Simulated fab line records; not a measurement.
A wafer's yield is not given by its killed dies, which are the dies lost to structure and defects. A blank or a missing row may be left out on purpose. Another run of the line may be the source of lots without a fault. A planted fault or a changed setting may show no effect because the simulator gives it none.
Chamber matching ; flow n5-finfet ; N5_BEOL_M3_ETCH_74 on rie-diel-06 has 3 sister chambers
The step etches underlayer in N2/H2, target depth 6.5 nm, time 5.2 s. 3 wafers are shown with their chamber, then 7 later ones without.

## WAFERS, EACH WITH ITS CHAMBER
wafer;chamber;throttle-valve-pct (%)
L078.6;3;18.11
L079.1;1;18.26
L079.2;0;17.59

## WAFERS WITHOUT THEIR CHAMBER
wafer;throttle-valve-pct (%)
L079.3;18.13
L079.4;18.12
L079.5;17.56
L079.6;18.26
L087.1;17.61
L087.4;18.15
L087.6;17.60

## WHICH CHAMBER EACH WENT THROUGH
wafer;from the rows above;in truth
L079.3;3;3
L079.4;3;3
L079.5;0;0
L079.6;1;1
L087.1;0;0
L087.4;3;3
L087.6;0;0
Placed correctly: 7 of 7. From these rows, 0 cannot be placed. Placed wrongly: 0.
How it was worked out, from the rows above alone: a wafer's distance from a chamber is the root of the sum, over the readings, of the square of ((its reading less the chamber's mean) divided by the reading's scatter). If the next closest chamber is less than 2 further off than the closest, the wafer can't be placed; otherwise it belongs to the closest. A chamber's mean is the mean of its shown wafers. The scatter (one wafer shown for each chamber): square how far every hidden wafer sits from the nearest shown wafer, average those squares and take the square root.
